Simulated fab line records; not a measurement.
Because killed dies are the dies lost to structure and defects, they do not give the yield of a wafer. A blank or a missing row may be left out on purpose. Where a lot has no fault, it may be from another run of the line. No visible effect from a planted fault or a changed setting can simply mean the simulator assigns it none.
Which tool was responsible? :: flow n5_finfet :: 72 wafers from 24 lots sampled at 5 of the route's 1938 steps

## WHAT THE GAUGES READ, wafer by wafer
N5_SD_EPI_P_EPI_MEAS_23. Usual: 61.0 nm for thk_nm, sd 1.2.
lot: L074
measured: day 3 10:08
on: film_metro-02
thk_nm (nm): 59.5 62.2 63.8
flag: 

lot: L075
measured: day 3 17:49
on: film_metro-01
thk_nm (nm): 60.2 59.9 59.2
flag: 

lot: L076
measured: day 3 22:00
on: film_metro-01
thk_nm (nm): 62.6 59.0 62.8
flag: 

lot: L077
measured: day 4 08:48
on: film_metro-02
thk_nm (nm): 63.5 63.4 62.5
flag: 

lot: L078
measured: day 4 11:54
on: film_metro-01
thk_nm (nm): 60.4 61.2 59.0
flag: 

lot: L079
measured: day 4 17:02
on: film_metro-02
thk_nm (nm): 60.5 59.9 60.9
flag: 

lot: L080
measured: day 4 22:52
on: film_metro-01
thk_nm (nm): 59.6 59.2 62.4
flag: 

lot: L081
measured: day 5 06:23
on: film_metro-01
thk_nm (nm): 60.2 61.7 62.8
flag: 

lot: L082
measured: day 5 09:29
on: film_metro-01
thk_nm (nm): 59.7 62.2 60.1
flag: 

lot: L083
measured: day 5 17:04
on: film_metro-01
thk_nm (nm): 59.1 61.8 61.3
flag: 

lot: L084
measured: day 5 21:55
on: film_metro-01
thk_nm (nm): 61.6 60.4 59.6
flag: 

lot: L085
measured: day 6 08:24
on: film_metro-02
thk_nm (nm): 61.5 60.7 61.8
flag: 

lot: L086
measured: day 6 10:15
on: film_metro-01
thk_nm (nm): 59.4 61.0 62.5
flag: 

lot: L087
measured: day 6 19:56
on: film_metro-02
thk_nm (nm): 59.3 60.7 60.6
flag: 

lot: L088
measured: day 7 03:20
on: film_metro-02
thk_nm (nm): 61.7 64.2 63.9
flag: 

lot: L089
measured: day 7 06:35
on: film_metro-01
thk_nm (nm): 60.2 62.2 61.7
flag: 

lot: L090
measured: day 7 10:59
on: film_metro-02
thk_nm (nm): 59.7 61.9 60.1
flag: 

lot: L091
measured: day 7 15:38
on: film_metro-01
thk_nm (nm): 61.2 60.5 60.4
flag: 

lot: L092
measured: day 7 21:48
on: film_metro-01
thk_nm (nm): 60.7 60.6 60.4
flag: 

lot: L093
measured: day 8 03:46
on: film_metro-02
thk_nm (nm): 62.4 60.8 59.4
flag: 

lot: L094
measured: day 8 11:09
on: film_metro-01
thk_nm (nm): 62.9 61.1 61.7
flag: 

lot: L095
measured: day 8 18:10
on: film_metro-02
thk_nm (nm): 62.1 61.2 61.1
flag: 

lot: L096
measured: day 8 20:31
on: film_metro-02
thk_nm (nm): 60.8 58.4 60.1
flag: 

lot: L097
measured: day 9 08:49
on: film_metro-01
thk_nm (nm): 61.5 60.2 61.6
flag: 

N5_SDB_OVL_MEAS_12. Usual: SDB_OVL typically reads -0.6 nm, with standard deviation 0.69.
lot: L074
measured: day 3 18:25
on: overlay-02
SDB_OVL (nm): -1.5 0.8 -1.1
flag: 

lot: L075
measured: day 4 01:35
on: overlay-02
SDB_OVL (nm): -1.0 -0.8 -1.0
flag: 

lot: L076
measured: day 4 06:02
on: overlay-01
SDB_OVL (nm): -0.5 -1.3 -0.1
flag: 

lot: L077
measured: day 4 16:28
on: overlay-02
SDB_OVL (nm): -0.6 -0.4 -0.3
flag: 

lot: L078
measured: day 4 19:58
on: overlay-01
SDB_OVL (nm): -0.2 1.2 -0.4
flag: 

lot: L079
measured: day 5 02:25
on: overlay-02
SDB_OVL (nm): -0.6 -1.0 -1.6
flag: 

lot: L080
measured: day 5 07:17
on: overlay-02
SDB_OVL (nm): -1.5 -1.9 -0.7
flag: 

lot: L081
measured: day 5 14:05
on: overlay-02
SDB_OVL (nm): -0.9 -0.4 -0.8
flag: 

lot: L082
measured: day 5 17:06
on: overlay-02
SDB_OVL (nm): -0.3 -0.6 -1.4
flag: 

lot: L083
measured: day 6 00:52
on: overlay-02
SDB_OVL (nm): -0.1 -0.5 -0.1
flag: 

lot: L084
measured: day 6 05:58
on: overlay-02
SDB_OVL (nm): -0.3 -0.6 -1.0
flag: 

lot: L085
measured: day 6 16:19
on: overlay-02
SDB_OVL (nm): -0.4 0.1 1.0
flag: 

lot: L086
measured: day 6 17:51
on: overlay-01
SDB_OVL (nm): 0.7 -0.5 -0.7
flag: 

lot: L087
measured: day 7 03:43
on: overlay-01
SDB_OVL (nm): -0.5 -0.4 0.4
flag: 

lot: L088
measured: day 7 11:11
on: overlay-02
SDB_OVL (nm): -0.1 -1.5 -0.5
flag: 

lot: L089
measured: day 7 14:13
on: overlay-02
SDB_OVL (nm): -1.2 -0.7 -0.9
flag: 

lot: L090
measured: day 7 19:11
on: overlay-02
SDB_OVL (nm): -0.1 -0.7 -1.0
flag: 

lot: L091
measured: day 7 23:13
on: overlay-02
SDB_OVL (nm): 0.7 0.1 0.5
flag: 

lot: L092
measured: day 8 05:27
on: overlay-02
SDB_OVL (nm): -0.4 -1.7 0.0
flag: 

lot: L093
measured: day 8 11:37
on: overlay-01
SDB_OVL (nm): -0.6 -0.1 -2.1
flag: 

lot: L094
measured: day 8 18:51
on: overlay-02
SDB_OVL (nm): -1.4 -0.5 -1.6
flag: 

lot: L095
measured: day 9 02:25
on: overlay-01
SDB_OVL (nm): 0.2 0.1 -0.9
flag: 

lot: L096
measured: day 9 05:55
on: overlay-02
SDB_OVL (nm): 0.5 -0.2 0.0
flag: 

lot: L097
measured: day 9 17:19
on: overlay-01
SDB_OVL (nm): -0.4 -1.3 -0.9
flag: 

## EACH LOT AND THE TOOL THAT RAN IT (in order: tool; ch and the chambers of the sampled wafers; start)
lot: L074
N5_SD_EPI_P_ETCH_47: rie_diel-05 ch 1,2,3, day 3 07:05
N5_SD_EPI_P_STRIP_40: plasma_asher-01 ch 0,1, day 3 07:26
N5_ILD0_ALD_15: ald_sin-02 ch 0,3, day 3 15:22

lot: L075
N5_SD_EPI_P_ETCH_47: rie_diel-05 ch 0,1, day 3 13:57
N5_SD_EPI_P_STRIP_40: plasma_asher-01 ch 0,1, day 3 14:16
N5_ILD0_ALD_15: ald_sin-02 ch 1,2, day 3 22:32

lot: L076
N5_SD_EPI_P_ETCH_47: rie_diel-06 ch 0,2, day 3 18:58
N5_SD_EPI_P_STRIP_40: plasma_asher-01 ch 0,1, day 3 19:17
N5_ILD0_ALD_15: ald_sin-02 ch 0,1,2, day 4 02:59

lot: L077
N5_SD_EPI_P_ETCH_47: rie_diel-05 ch 2,3, day 4 05:30
N5_SD_EPI_P_STRIP_40: plasma_asher-01 ch 0,1, day 4 06:04
N5_ILD0_ALD_15: ald_sin-04 ch 1,2,3, day 4 13:31

lot: L078
N5_SD_EPI_P_ETCH_47: rie_diel-01 ch 0,2,3, day 4 08:52
N5_SD_EPI_P_STRIP_40: plasma_asher-02 ch 0,1, day 4 09:11
N5_ILD0_ALD_15: ald_sin-04 ch 0,1,3, day 4 17:02

lot: L079
N5_SD_EPI_P_ETCH_47: rie_diel-06 ch 2,3, day 4 14:00
N5_SD_EPI_P_STRIP_40: plasma_asher-02 ch 0,1, day 4 14:19
N5_ILD0_ALD_15: ald_sin-04 ch 0,1, day 4 23:22

lot: L080
N5_SD_EPI_P_ETCH_47: rie_diel-06 ch 0,1,2, day 4 19:50
N5_SD_EPI_P_STRIP_40: plasma_asher-02 ch 0,1, day 4 20:09
N5_ILD0_ALD_15: ald_sin-03 ch 0,1,2, day 5 04:16

lot: L081
N5_SD_EPI_P_ETCH_47: rie_diel-06 ch 0,3, day 5 02:31
N5_SD_EPI_P_STRIP_40: plasma_asher-01 ch 0,1, day 5 02:51
N5_ILD0_ALD_15: ald_sin-02 ch 0,1,3, day 5 11:04

lot: L082
N5_SD_EPI_P_ETCH_47: rie_diel-01 ch 1,2, day 5 05:36
N5_SD_EPI_P_STRIP_40: plasma_asher-02 ch 0,1, day 5 05:55
N5_ILD0_ALD_15: ald_sin-02 ch 0,2,3, day 5 14:10

lot: L083
N5_SD_EPI_P_ETCH_47: rie_diel-01 ch 0,2, day 5 14:02
N5_SD_EPI_P_STRIP_40: plasma_asher-01 ch 0,1, day 5 14:22
N5_ILD0_ALD_15: ald_sin-03 ch 0,3, day 5 21:49

lot: L084
N5_SD_EPI_P_ETCH_47: rie_diel-01 ch 1,2, day 5 18:02
N5_SD_EPI_P_STRIP_40: plasma_asher-02 ch 0,1, day 5 18:22
N5_ILD0_ALD_15: ald_sin-04 ch 0,1, day 6 02:56

lot: L085
N5_SD_EPI_P_ETCH_47: rie_diel-01 ch 1,2,3, day 6 05:22
N5_SD_EPI_P_STRIP_40: plasma_asher-02 ch 0,1, day 6 05:42
N5_ILD0_ALD_15: ald_sin-04 ch 0,1,2, day 6 13:16

lot: L086
N5_SD_EPI_P_ETCH_47: rie_diel-01 ch 0,1, day 6 07:10
N5_SD_EPI_P_STRIP_40: plasma_asher-02 ch 0,1, day 6 07:29
N5_ILD0_ALD_15: ald_sin-03 ch 0,1,3, day 6 14:56

lot: L087
N5_SD_EPI_P_ETCH_47: rie_diel-06 ch 0,1,2, day 6 16:50
N5_SD_EPI_P_STRIP_40: plasma_asher-02 ch 0,1, day 6 17:14
N5_ILD0_ALD_15: ald_sin-02 ch 0,2,3, day 7 00:41

lot: L088
N5_SD_EPI_P_ETCH_47: rie_diel-01 ch 0,2, day 7 00:19
N5_SD_EPI_P_STRIP_40: plasma_asher-02 ch 0,1, day 7 00:38
N5_ILD0_ALD_15: ald_sin-02 ch 2,3, day 7 08:13

lot: L089
N5_SD_EPI_P_ETCH_47: rie_diel-01 ch 0,1,3, day 7 01:00
N5_SD_EPI_P_STRIP_40: plasma_asher-02 ch 0,1, day 7 01:19
N5_ILD0_ALD_15: ald_sin-04 ch 0,2,3, day 7 11:16

lot: L090
N5_SD_EPI_P_ETCH_47: rie_diel-06 ch 0,1, day 7 07:56
N5_SD_EPI_P_STRIP_40: plasma_asher-01 ch 0,1, day 7 08:17
N5_ILD0_ALD_15: ald_sin-04 ch 0,3, day 7 16:07

lot: L091
N5_SD_EPI_P_ETCH_47: rie_diel-05 ch 0,1,3, day 7 10:39
N5_SD_EPI_P_STRIP_40: plasma_asher-02 ch 0,1, day 7 10:58
N5_ILD0_ALD_15: ald_sin-02 ch 0,1,3, day 7 20:18

lot: L092
N5_SD_EPI_P_ETCH_47: rie_diel-01 ch 0,1, day 7 18:46
N5_SD_EPI_P_STRIP_40: plasma_asher-01 ch 0, day 7 19:05
N5_ILD0_ALD_15: ald_sin-02 ch 1,2,3, day 8 02:32

lot: L093
N5_SD_EPI_P_ETCH_47: rie_diel-06 ch 0,1,2, day 8 00:44
N5_SD_EPI_P_STRIP_40: plasma_asher-01 ch 0,1, day 8 01:02
N5_ILD0_ALD_15: ald_sin-02 ch 0,2,3, day 8 08:35

lot: L094
N5_SD_EPI_P_ETCH_47: rie_diel-01 ch 1,2, day 8 08:05
N5_SD_EPI_P_STRIP_40: plasma_asher-02 ch 0,1, day 8 08:27
N5_ILD0_ALD_15: ald_sin-02 ch 0,1, day 8 15:49

lot: L095
N5_SD_EPI_P_ETCH_47: rie_diel-01 ch 2,3, day 8 14:17
N5_SD_EPI_P_STRIP_40: plasma_asher-02 ch 0,1, day 8 14:36
N5_ILD0_ALD_15: ald_sin-02 ch 0,1,2, day 8 23:22

lot: L096
N5_SD_EPI_P_ETCH_47: rie_diel-01 ch 2,3, day 8 17:26
N5_SD_EPI_P_STRIP_40: plasma_asher-01 ch 0,1, day 8 17:47
N5_ILD0_ALD_15: ald_sin-03 ch 1,3, day 9 03:00

lot: L097
N5_SD_EPI_P_ETCH_47: rie_diel-01 ch 1,3, day 9 03:49
N5_SD_EPI_P_STRIP_40: plasma_asher-01 ch 0,1, day 9 04:08
N5_ILD0_ALD_15: ald_sin-03 ch 0,1,2, day 9 14:24
- N5_SD_EPI_P_ETCH_47: etches SiOCN in CH3F/O2, target depth 25 nm.
- N5_SD_EPI_P_STRIP_40: strips in N2/H2.
- N5_ILD0_ALD_15: deposits SiNx, target thk 24 nm, pulse time 1 s, ald cycles 480.

## AS READ BY THE TOOLS THEMSELVES (means over the sampled wafers that have a number; for cases with no such wafer, the mark the record gives instead)
N5_SD_EPI_P_ETCH_47. Usual: CH3F_flow_sccm 29.99 sccm, standard deviation 0.1; drypump_motor_current_A 5.8 A, standard deviation 0.35; oes_product_au 0.77 a.u., standard deviation 0.073; rf_vpp_V 127.2 V, standard deviation 1.5; showerhead_plenum_p_Torr 1.99 Torr, standard deviation 0.066; throttle_valve_pct 16.40 %, standard deviation 0.22.
lot: L074
tool: rie_diel-05
CH3F_flow_sccm (sccm): 30.02
drypump_motor_current_A (A): 5.9
oes_product_au (a.u.): 0.74
rf_vpp_V (V): 125.8
showerhead_plenum_p_Torr (Torr): 1.97
throttle_valve_pct (%): 16.57
flag: 

lot: L075
tool: rie_diel-05
CH3F_flow_sccm (sccm): 29.94
drypump_motor_current_A (A): 6.0
oes_product_au (a.u.): 0.85
rf_vpp_V (V): 129.7
showerhead_plenum_p_Torr (Torr): 2.00
throttle_valve_pct (%): 16.17
flag: 

lot: L076
tool: rie_diel-06
CH3F_flow_sccm (sccm): 29.82
drypump_motor_current_A (A): 5.8
oes_product_au (a.u.): 0.79
rf_vpp_V (V): 125.9
showerhead_plenum_p_Torr (Torr): 1.95
throttle_valve_pct (%): 16.15
flag: 

lot: L077
tool: rie_diel-05
CH3F_flow_sccm (sccm): 29.95
drypump_motor_current_A (A): 5.6
oes_product_au (a.u.): 0.73
rf_vpp_V (V): 125.6
showerhead_plenum_p_Torr (Torr): 1.91
throttle_valve_pct (%): 16.57
flag: 

lot: L078
tool: rie_diel-01
CH3F_flow_sccm (sccm): 30.09
drypump_motor_current_A (A): 5.6
oes_product_au (a.u.): 0.79
rf_vpp_V (V): 127.2
showerhead_plenum_p_Torr (Torr): 1.99
throttle_valve_pct (%): 16.38
flag: 

lot: L079
tool: rie_diel-06
CH3F_flow_sccm (sccm): 30.00
drypump_motor_current_A (A): 6.0
oes_product_au (a.u.): 0.68
rf_vpp_V (V): 128.5
showerhead_plenum_p_Torr (Torr): 1.97
throttle_valve_pct (%): 16.60
flag: 

lot: L080
tool: rie_diel-06
CH3F_flow_sccm (sccm): 30.09
drypump_motor_current_A (A): 6.0
oes_product_au (a.u.): 0.85
rf_vpp_V (V): 127.4
showerhead_plenum_p_Torr (Torr): 2.02
throttle_valve_pct (%): 16.21
flag: 

lot: L081
tool: rie_diel-06
CH3F_flow_sccm (sccm): 30.00
drypump_motor_current_A (A): 5.9
oes_product_au (a.u.): 0.77
rf_vpp_V (V): 126.2
showerhead_plenum_p_Torr (Torr): 1.94
throttle_valve_pct (%): 16.18
flag: 

lot: L082
tool: rie_diel-01
CH3F_flow_sccm (sccm): 30.08
drypump_motor_current_A (A): 5.9
oes_product_au (a.u.): 0.79
rf_vpp_V (V): 127.6
showerhead_plenum_p_Torr (Torr): 2.04
throttle_valve_pct (%): 16.53
flag: 

lot: L083
tool: rie_diel-01
CH3F_flow_sccm (sccm): 30.01
drypump_motor_current_A (A): 5.5
oes_product_au (a.u.): 0.80
rf_vpp_V (V): 127.7
showerhead_plenum_p_Torr (Torr): 2.01
throttle_valve_pct (%): 16.35
flag: 

lot: L084
tool: rie_diel-01
CH3F_flow_sccm (sccm): 29.98
drypump_motor_current_A (A): 5.9
oes_product_au (a.u.): 0.78
rf_vpp_V (V): 127.8
showerhead_plenum_p_Torr (Torr): 2.03
throttle_valve_pct (%): 16.54
flag: 

lot: L085
tool: rie_diel-01
CH3F_flow_sccm (sccm): 30.00
drypump_motor_current_A (A): 5.7
oes_product_au (a.u.): 0.76
rf_vpp_V (V): 127.3
showerhead_plenum_p_Torr (Torr): 2.00
throttle_valve_pct (%): 16.47
flag: 

lot: L086
tool: rie_diel-01
CH3F_flow_sccm (sccm): 30.04
drypump_motor_current_A (A): 5.4
oes_product_au (a.u.): 0.77
rf_vpp_V (V): 126.7
showerhead_plenum_p_Torr (Torr): 2.03
throttle_valve_pct (%): 16.32
flag: 

lot: L087
tool: rie_diel-06
CH3F_flow_sccm (sccm): 29.96
drypump_motor_current_A (A): 6.0
oes_product_au (a.u.): 0.81
rf_vpp_V (V): 126.4
showerhead_plenum_p_Torr (Torr): 2.01
throttle_valve_pct (%): 16.26
flag: 

lot: L088
tool: rie_diel-01
CH3F_flow_sccm (sccm): 30.07
drypump_motor_current_A (A): 5.5
oes_product_au (a.u.): 0.79
rf_vpp_V (V): 128.2
showerhead_plenum_p_Torr (Torr): 2.01
throttle_valve_pct (%): 16.37
flag: 

lot: L089
tool: rie_diel-01
CH3F_flow_sccm (sccm): 30.02
drypump_motor_current_A (A): 5.4
oes_product_au (a.u.): 0.75
rf_vpp_V (V): 126.5
showerhead_plenum_p_Torr (Torr): 1.99
throttle_valve_pct (%): 16.37
flag: 

lot: L090
tool: rie_diel-06
CH3F_flow_sccm (sccm): 30.02
drypump_motor_current_A (A): 6.0
oes_product_au (a.u.): 0.84
rf_vpp_V (V): 125.0
showerhead_plenum_p_Torr (Torr): 1.99
throttle_valve_pct (%): 16.04
flag: 

lot: L091
tool: rie_diel-05
CH3F_flow_sccm (sccm): 30.01
drypump_motor_current_A (A): 5.8
oes_product_au (a.u.): 0.78
rf_vpp_V (V): 127.6
showerhead_plenum_p_Torr (Torr): 1.98
throttle_valve_pct (%): 16.39
flag: 

lot: L092
tool: rie_diel-01
CH3F_flow_sccm (sccm): 29.96
drypump_motor_current_A (A): 5.4
oes_product_au (a.u.): 0.74
rf_vpp_V (V): 126.8
showerhead_plenum_p_Torr (Torr): 2.04
throttle_valve_pct (%): 16.41
flag: 

lot: L093
tool: rie_diel-06
CH3F_flow_sccm (sccm): 30.04
drypump_motor_current_A (A): 6.0
oes_product_au (a.u.): 0.80
rf_vpp_V (V): 127.5
showerhead_plenum_p_Torr (Torr): 2.01
throttle_valve_pct (%): 16.26
flag: 

lot: L094
tool: rie_diel-01
CH3F_flow_sccm (sccm): 29.91
drypump_motor_current_A (A): 5.7
oes_product_au (a.u.): 0.74
rf_vpp_V (V): 127.7
showerhead_plenum_p_Torr (Torr): 2.04
throttle_valve_pct (%): 16.53
flag: 

lot: L095
tool: rie_diel-01
CH3F_flow_sccm (sccm): 29.98
drypump_motor_current_A (A): 5.7
oes_product_au (a.u.): 0.75
rf_vpp_V (V): 127.5
showerhead_plenum_p_Torr (Torr): 1.94
throttle_valve_pct (%): 16.48
flag: 

lot: L096
tool: rie_diel-01
CH3F_flow_sccm (sccm): 29.95
drypump_motor_current_A (A): 5.7
oes_product_au (a.u.): 0.75
rf_vpp_V (V): 127.1
showerhead_plenum_p_Torr (Torr): 1.94
throttle_valve_pct (%): 16.48
flag: 

lot: L097
tool: rie_diel-01
CH3F_flow_sccm (sccm): 29.94
drypump_motor_current_A (A): 5.5
oes_product_au (a.u.): 0.73
rf_vpp_V (V): 126.4
showerhead_plenum_p_Torr (Torr): 1.95
throttle_valve_pct (%): 16.45
flag: 

N5_SD_EPI_P_STRIP_40. Usual: drypump_motor_current_A 6.2 A, standard deviation 0.3; heater_power_w 324 W, standard deviation 19; oes_product_au 0.761 a.u., standard deviation 0.011.
lot: L074
tool: plasma_asher-01
drypump_motor_current_A (A): 6.6
heater_power_w (W): 303
oes_product_au (a.u.): 0.768
flag: 

lot: L075
tool: plasma_asher-01
drypump_motor_current_A (A): 6.3
heater_power_w (W): 300
oes_product_au (a.u.): 0.764
flag: 

lot: L076
tool: plasma_asher-01
drypump_motor_current_A (A): 6.5
heater_power_w (W): 308
oes_product_au (a.u.): 0.761
flag: 

lot: L077
tool: plasma_asher-01
drypump_motor_current_A (A): 6.3
heater_power_w (W): 303
oes_product_au (a.u.): 0.752
flag: 

lot: L078
tool: plasma_asher-02
drypump_motor_current_A (A): 6.1
heater_power_w (W): 341
oes_product_au (a.u.): 0.758
flag: 

lot: L079
tool: plasma_asher-02
drypump_motor_current_A (A): 6.0
heater_power_w (W): 341
oes_product_au (a.u.): 0.764
flag: 

lot: L080
tool: plasma_asher-02
drypump_motor_current_A (A): 6.0
heater_power_w (W): 341
oes_product_au (a.u.): 0.760
flag: 

lot: L081
tool: plasma_asher-01
drypump_motor_current_A (A): 6.6
heater_power_w (W): 309
oes_product_au (a.u.): 0.757
flag: 

lot: L082
tool: plasma_asher-02
drypump_motor_current_A (A): 6.1
heater_power_w (W): 346
oes_product_au (a.u.): 0.754
flag: 

lot: L083
tool: plasma_asher-01
drypump_motor_current_A (A): 6.6
heater_power_w (W): 309
oes_product_au (a.u.): 0.765
flag: 

lot: L084
tool: plasma_asher-02
drypump_motor_current_A (A): 6.0
heater_power_w (W): 335
oes_product_au (a.u.): 0.765
flag: 

lot: L085
tool: plasma_asher-02
drypump_motor_current_A (A): 6.1
heater_power_w (W): 340
oes_product_au (a.u.): 0.767
flag: 

lot: L086
tool: plasma_asher-02
drypump_motor_current_A (A): 6.1
heater_power_w (W): 338
oes_product_au (a.u.): 0.761
flag: 

lot: L087
tool: plasma_asher-02
drypump_motor_current_A (A): 6.1
heater_power_w (W): 347
oes_product_au (a.u.): 0.774
flag: 

lot: L088
tool: plasma_asher-02
drypump_motor_current_A (A): 6.0
heater_power_w (W): 336
oes_product_au (a.u.): 0.767
flag: 

lot: L089
tool: plasma_asher-02
drypump_motor_current_A (A): 6.1
heater_power_w (W): 335
oes_product_au (a.u.): 0.754
flag: 

lot: L090
tool: plasma_asher-01
drypump_motor_current_A (A): 6.4
heater_power_w (W): 306
oes_product_au (a.u.): 0.749
flag: 

lot: L091
tool: plasma_asher-02
drypump_motor_current_A (A): 6.0
heater_power_w (W): 338
oes_product_au (a.u.): 0.767
flag: 

lot: L092
tool: plasma_asher-01
drypump_motor_current_A (A): 6.1
heater_power_w (W): 303
oes_product_au (a.u.): 0.763
flag: 

lot: L093
tool: plasma_asher-01
drypump_motor_current_A (A): 6.5
heater_power_w (W): 312
oes_product_au (a.u.): 0.757
flag: 

lot: L094
tool: plasma_asher-02
drypump_motor_current_A (A): 6.0
heater_power_w (W): 335
oes_product_au (a.u.): 0.762
flag: 

lot: L095
tool: plasma_asher-02
drypump_motor_current_A (A): 6.0
heater_power_w (W): 334
oes_product_au (a.u.): 0.767
flag: 

lot: L096
tool: plasma_asher-01
drypump_motor_current_A (A): 6.3
heater_power_w (W): 299
oes_product_au (a.u.): 0.767
flag: 

lot: L097
tool: plasma_asher-01
drypump_motor_current_A (A): 6.6
heater_power_w (W): 306
oes_product_au (a.u.): 0.756
flag: 

N5_ILD0_ALD_15. Usual: heater_power_w 786 W, standard deviation 92; precursor_pulse_height_rel 1.000, standard deviation 0.019.
lot: L074
tool: ald_sin-02
heater_power_w (W): 769
precursor_pulse_height_rel: 1.012
flag: 

lot: L075
tool: ald_sin-02
heater_power_w (W): 754
precursor_pulse_height_rel: 1.000
flag: 

lot: L076
tool: ald_sin-02
heater_power_w (W): 761
precursor_pulse_height_rel: 1.013
flag: 

lot: L077
tool: ald_sin-04
heater_power_w (W): 848
precursor_pulse_height_rel: 1.020
flag: 

lot: L078
tool: ald_sin-04
heater_power_w (W): 884
precursor_pulse_height_rel: 1.002
flag: 

lot: L079
tool: ald_sin-04
heater_power_w (W): 781
precursor_pulse_height_rel: 0.998
flag: 

lot: L080
tool: ald_sin-03
heater_power_w (W): 850
precursor_pulse_height_rel: 1.005
flag: 

lot: L081
tool: ald_sin-02
heater_power_w (W): 720
precursor_pulse_height_rel: 0.994
flag: 

lot: L082
tool: ald_sin-02
heater_power_w (W): 757
precursor_pulse_height_rel: 1.010
flag: 

lot: L083
tool: ald_sin-03
heater_power_w (W): 756
precursor_pulse_height_rel: 1.002
flag: 

lot: L084
tool: ald_sin-04
heater_power_w (W): 805
precursor_pulse_height_rel: 0.989
flag: 

lot: L085
tool: ald_sin-04
heater_power_w (W): 790
precursor_pulse_height_rel: 1.013
flag: 

lot: L086
tool: ald_sin-03
heater_power_w (W): 820
precursor_pulse_height_rel: 0.997
flag: 

lot: L087
tool: ald_sin-02
heater_power_w (W): 744
precursor_pulse_height_rel: 0.988
flag: 

lot: L088
tool: ald_sin-02
heater_power_w (W): 764
precursor_pulse_height_rel: 1.023
flag: 

lot: L089
tool: ald_sin-04
heater_power_w (W): 878
precursor_pulse_height_rel: 0.998
flag: 

lot: L090
tool: ald_sin-04
heater_power_w (W): 979
precursor_pulse_height_rel: 1.005
flag: 

lot: L091
tool: ald_sin-02
heater_power_w (W): 715
precursor_pulse_height_rel: 0.981
flag: 

lot: L092
tool: ald_sin-02
heater_power_w (W): 768
precursor_pulse_height_rel: 1.008
flag: 

lot: L093
tool: ald_sin-02
heater_power_w (W): 752
precursor_pulse_height_rel: 0.993
flag: 

lot: L094
tool: ald_sin-02
heater_power_w (W): 709
precursor_pulse_height_rel: 0.995
flag: 

lot: L095
tool: ald_sin-02
heater_power_w (W): 733
precursor_pulse_height_rel: 0.987
flag: 

lot: L096
tool: ald_sin-03
heater_power_w (W): 736
precursor_pulse_height_rel: 1.016
flag: 

lot: L097
tool: ald_sin-03
heater_power_w (W): 853
precursor_pulse_height_rel: 0.994
flag: 

## THE ANSWER, worked out from the rows above alone
Rule: a lot counts as off when the mean over its wafers that have a number is more than 3 standard deviations away from the usual mean. Also off: a lot with no number at a reading for which 4 or more lots have one. All remaining lots with rows at the step are treated as sound. First the gauges in route order, then the tools' own readings, where a lot's mean is used as printed above. At the first step where some lot is off, the reading lying furthest off is the one used; lots without a number count as furthest.
No lot is off at any reading shown: from this, nothing can be told.

## WHAT WAS PUT IN BY THE SIMULATOR
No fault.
